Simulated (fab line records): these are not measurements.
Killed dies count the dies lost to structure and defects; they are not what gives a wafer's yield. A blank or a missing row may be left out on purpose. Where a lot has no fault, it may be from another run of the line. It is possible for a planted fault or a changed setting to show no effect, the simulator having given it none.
Chamber matching :: flow nandHarc :: NHARC_A_ZERO_WELL_DESCUM_12 on rieDiel-08: 4 sister chambers
The step chemistry O2, time 3 s. 14 wafers are shown with their chamber, then 6 later ones without.

EACH WAFER AND ITS CHAMBER
wafer: L208.1
chamber: 0
drypumpMotorCurrentA (A): 5.94
oesProductAu (a.u.): 0.992
throttleValvePct (%): 11.311

wafer: L208.3
chamber: 2
drypumpMotorCurrentA (A): 5.48
oesProductAu (a.u.): 0.995
throttleValvePct (%): 11.304

wafer: L208.6
chamber: 3
drypumpMotorCurrentA (A): 5.57
oesProductAu (a.u.): 1.002
throttleValvePct (%): 11.304

wafer: L212.2
chamber: 0
drypumpMotorCurrentA (A): 5.95
oesProductAu (a.u.): 1.001
throttleValvePct (%): 11.320

wafer: L212.3
chamber: 2
drypumpMotorCurrentA (A): 5.48
oesProductAu (a.u.): 0.999
throttleValvePct (%): 11.305

wafer: L212.5
chamber: 2
drypumpMotorCurrentA (A): 5.48
oesProductAu (a.u.): 0.998
throttleValvePct (%): 11.294

wafer: L213.1
chamber: 1
drypumpMotorCurrentA (A): 5.93
oesProductAu (a.u.): 0.993
throttleValvePct (%): 11.306

wafer: L213.3
chamber: 0
drypumpMotorCurrentA (A): 5.95
oesProductAu (a.u.): 0.994
throttleValvePct (%): 11.304

wafer: L213.6
chamber: 3
drypumpMotorCurrentA (A): 5.55
oesProductAu (a.u.): 1.003
throttleValvePct (%): 11.325

wafer: L217.1
chamber: 2
drypumpMotorCurrentA (A): 5.48
oesProductAu (a.u.): 1.004
throttleValvePct (%): 11.314

wafer: L217.3
chamber: 3
drypumpMotorCurrentA (A): 5.58
oesProductAu (a.u.): 1.023
throttleValvePct (%): 11.334

wafer: L217.5
chamber: 2
drypumpMotorCurrentA (A): 5.47
oesProductAu (a.u.): 0.996
throttleValvePct (%): 11.308

wafer: L219.1
chamber: 3
drypumpMotorCurrentA (A): 5.58
oesProductAu (a.u.): 1.005
throttleValvePct (%): 11.316

wafer: L219.2
chamber: 0
drypumpMotorCurrentA (A): 5.94
oesProductAu (a.u.): 0.999
throttleValvePct (%): 11.307

SIGNATURES, as means of the wafers listed above
reading: drypumpMotorCurrentA
chamber 0: 5.9450
chamber 1: 5.9300
chamber 2: 5.4780
chamber 3: 5.5700
scatter within a chamber: 0.00883

reading: oesProductAu
chamber 0: 0.99650
chamber 1: 0.99300
chamber 2: 0.99840
chamber 3: 1.00825
scatter within a chamber: 0.0063

reading: throttleValvePct
chamber 0: 11.31050
chamber 1: 11.30600
chamber 2: 11.30500
chamber 3: 11.31975
scatter within a chamber: 0.00922
Rule: for each reading, subtract the chamber's mean from the wafer's reading, divide by that reading's scatter and square the result; add these up over the readings and take the root, which gives the wafer's distance from the chamber. If the next closest chamber is less than 2 further off than the closest, the wafer can't be placed; otherwise it belongs to the closest. The scatter: the root of (the sum of the squares of (reading less its chamber's mean) over the shown wafers, divided by (wafers less chambers)).

WAFERS MISSING THEIR CHAMBER
wafer: L219.3
drypumpMotorCurrentA (A): 5.93
oesProductAu (a.u.): 0.997
throttleValvePct (%): 11.324

wafer: L225.2
drypumpMotorCurrentA (A): 5.95
oesProductAu (a.u.): 0.988
throttleValvePct (%): 11.310

wafer: L225.3
drypumpMotorCurrentA (A): 5.91
oesProductAu (a.u.): 1.004
throttleValvePct (%): 11.314

wafer: L225.6
drypumpMotorCurrentA (A): 5.56
oesProductAu (a.u.): 1.008
throttleValvePct (%): 11.306

wafer: L228.1
drypumpMotorCurrentA (A): 5.96
oesProductAu (a.u.): 0.988
throttleValvePct (%): 11.323

wafer: L228.5
drypumpMotorCurrentA (A): 5.91
oesProductAu (a.u.): 0.992
throttleValvePct (%): 11.321

EACH ONE'S CHAMBER
wafer: L219.3
from the rows above: can't be placed: 1 or 0
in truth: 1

wafer: L225.2
from the rows above: can't be placed: 0 or 1
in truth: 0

wafer: L225.3
from the rows above: can't be placed: 1 or 0
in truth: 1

wafer: L225.6
from the rows above: 3
in truth: 3

wafer: L228.1
from the rows above: can't be placed: 0 or 1
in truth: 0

wafer: L228.5
from the rows above: can't be placed: 1 or 0
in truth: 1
Placed correctly: 1 of 6. From these rows, 5 cannot be placed; in 5 the true chamber is one of the candidates. Placed wrongly: 0.
